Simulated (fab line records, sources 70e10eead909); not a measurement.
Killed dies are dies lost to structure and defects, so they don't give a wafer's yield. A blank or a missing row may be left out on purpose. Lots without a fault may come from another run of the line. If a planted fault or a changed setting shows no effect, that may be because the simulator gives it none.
A single fault, viewed from 3 desks	flow nand_harc	numbers are kept per desk, each desk with only its own; the story behind them comes last

== THE DEFECT DESK ==
Counts from the inspections along the route, per lot, as means over the sampled wafers that have a number. Marked OUT: a lot whose mean sits more than 4 standard deviations from the usual mean, which makes it out of limits; the brackets give that distance.
Columns: A = raw_defect_count at NHARC_P_CONTACT_INSPECT_14, usual 4
lot	first seen here	A
L586	day 6 08:16	6
L589	day 7 11:56	8
L590	day 7 22:03	3
L592	day 9 03:10	1
L594	day 9 21:11	3
L596	day 10 11:51	8
L595	day 10 12:14	6
L601	day 12 14:56	5
L602	day 13 01:59	10
L603	day 13 13:12	5
L605	day 13 23:57	5
L608	day 15 12:12	2
This desk's finding: nothing out of limits on any of the 12 lots.

== AT THE METROLOGY DESK ==
What the gauges read, lot by lot, whatever tool the lot ran on: means of the sampled wafers that have a number. Marked OUT: a lot whose mean sits more than 4 standard deviations from the usual mean, which makes it out of limits; the brackets give that distance.
Columns: A = cd_nm at NHARC_P_CONTACT_CD_MEAS_19, usual 90.5 nm; B = cd_nm at NHARC_P_M0_CD_MEAS_09, usual 90.1 nm
lot	first seen here	A	B
L586	day 6 09:12	90.4	91.1
L589	day 7 12:52	90.2	90.4
L590	day 7 22:59	88.2	89.8
L592	day 9 04:05	91.8	91.0
L594	day 9 22:07	88.6	89.7
L596	day 10 12:46	90.3	89.4
L595	day 10 13:10	90.0	89.7
L601	day 12 15:52	92.0	97.0 (+12) OUT
L602	day 13 02:55	91.0	95.6 (+9.4) OUT
L603	day 13 14:08	91.3	94.6 (+7.6) OUT
L605	day 14 01:01	90.9	94.2 (+7.0) OUT
L608	day 15 13:11	90.7	90.1
This desk's verdict: out of limits on L601, L602, L603, L605, starting with L601 at day 12 18:52 (cd_nm at NHARC_P_M0_CD_MEAS_09). Within limits: L586, L589, L590, L592, L594, L596, L595, L608.

== THE TOOL OWNER'S DESK: arfi_scanner-01 ==
The tool's own readings at NHARC_P_M0_EXPOSE_06 (exposes mask P M0, target cd 90 nm): means of the sampled wafers that have a number, for each lot that ran on this tool. Marked OUT: a lot whose mean sits more than 4 standard deviations from the usual mean, which makes it out of limits; the brackets give that distance.
Columns: A = exposure_dose_mJ_cm2 at NHARC_P_M0_EXPOSE_06, usual 81.19
lot	first seen here	A
L590	day 8 02:03	81.32
L592	day 9 07:04	81.27
L594	day 10 01:05	81.19
L595	day 10 16:09	81.18
L601	day 12 18:43	91.41 (+99 or more) OUT
L602	day 13 05:46	89.30 (+93) OUT
L603	day 13 16:59	87.79 (+76) OUT
L605	day 14 04:02	86.49 (+61) OUT
This desk's verdict: out of limits on L601, L602, L603, L605, starting with L601 at day 12 18:43 (exposure_dose_mJ_cm2 at NHARC_P_M0_EXPOSE_06). Within limits: L590, L592, L594, L595.

== PUT TOGETHER ==
At day 12 18:43, on L601, L602, L603, L605, the tool owner's desk was in a position to raise an alarm.
L601, L602, L603, L605 would have let the metrology desk raise an alarm at day 12 18:52.
No out-of-limits result turned up at the defect desk.
The defect desk has L601, L602, L603, L605 on record, within its limits.
Every lot named ran NHARC_P_M0_EXPOSE_06 on arfi_scanner-01.

== WHAT THE SIMULATOR HAD INSERTED ==
Process parameters drifting: arfi_scanner-01 at NHARC_P_M0_EXPOSE_06, beginning at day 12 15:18. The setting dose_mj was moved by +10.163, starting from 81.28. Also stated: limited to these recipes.
Struck lots among those shown: L601, L602, L603, L605.
Fault start to first reading out of limits, in hours, per desk: tool owner, 3; metrology, 4.
